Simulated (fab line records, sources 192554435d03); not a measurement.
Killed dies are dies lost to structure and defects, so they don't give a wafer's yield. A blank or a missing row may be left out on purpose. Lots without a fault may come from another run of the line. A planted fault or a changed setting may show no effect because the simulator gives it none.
A struck lot beside a sound one | flow n5_finfet | 14 steps out of a route of 1938
Sound: wafers L151.1, L151.3, L151.6. Struck: wafers L156.1, L156.2, L156.5. The cause comes at the end.
At each step with rows: each side's tool, then ch and its chambers, then its first start. Under that, the readings that differ: sound wafers | struck wafers | difference of the means | sigmas: that difference in standard deviations of wafers without a fault.
alike: readings whose means differ by less than 2 such deviations, and words and numbers that are the same on both sides. not compared: withheld readings, readings that some wafer has no value for, bounds like >300 that may hide the same value, and numbers for which the record gives no deviation and whose values overlap.
The two part at a step that has a row with sigmas, a row that says differs or no value, or rows on one side only. Numbers that don't overlap but have no deviation are shown without sigmas and don't part them. A reading that every wafer of one side lacks parts them only if that side has two wafers or more.

first, 4 steps without rows for these wafers: N5_WELL_APT_OXIDE_STRIP_42 (strips SiO2 in dHF, time 45 s, target depth 12 nm); N5_WELL_APT_PRECLEAN_36 (cleans in O3/DIW, time 45 s); N5_WELL_APT_PRECLEAN_39 (cleans in dHF, time 60 s); N5_WELL_APT_SRD_37 (time 30 s).
N5_WELL_APT_EPI_41: deposits Si from SiH4/H2, target thk 50 nm, time 297.7 s.
  sound on epi_rpcvd-02 ch 0, day 3 16:58; struck on epi_rpcvd-01 ch 0, day 4 22:08
  alike: throttle_valve_pct
N5_WELL_APT_INSPECT_38: inspects for defects (darkfield).
  sound on defect_inspect-01, day 3 17:35; struck on defect_inspect-01, day 4 22:47
  alike: raw_defect_count
N5_PMOS_HMC_CHANNEL_EPI_HM_DEP_34: deposits SiO2 from TEOS/O2, target thk 36 nm, time 6.9 s.
  sound on pecvd-01 ch 0,1,2, day 3 17:38; struck on pecvd-04 ch 0,1, day 4 22:49
  alike: heater_power_w, rf_fwd_power_W, showerhead_plenum_p_Torr, throttle_valve_pct
then, 5 steps without rows for these wafers: N5_PMOS_HMC_CHANNEL_EPI_COAT_31 (time 60 s, resist thk 66 nm); N5_PMOS_HMC_CHANNEL_EPI_COAT_03 (resist thk 205 nm); N5_PMOS_HMC_CHANNEL_EPI_EBR_05; N5_PMOS_HMC_CHANNEL_EPI_SOFTBAKE_04 (time 60 s); N5_PMOS_HMC_CHANNEL_EPI_EXPOSE_06 (exposes mask PMOS HMC BLK, target cd 240 nm).
N5_PMOS_HMC_CHANNEL_EPI_PEB_07: peb time 60 s.
  sound on litho_track-05 ch 0, day 3 17:50; struck on litho_track-05, day 4 23:09
  no value came back on the struck wafers for any of 5 readings (chill_plate_temp_C (C), exhaust_pa (Pa) and others); on the sound wafers chill_plate_temp_C (C) reads 23.12 23.09 23.04
then, 1 step without rows for these wafers: N5_PMOS_HMC_CHANNEL_EPI_DEVELOP_08 (develop time 30 s).

WHERE THEY PART
Only at N5_PMOS_HMC_CHANNEL_EPI_PEB_07, within this record.

WHY: what the simulator had put in
Skipped step whole: litho_track-05, from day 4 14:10 on, at N5_PMOS_HMC_CHANNEL_EPI_PEB_07. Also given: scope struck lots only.
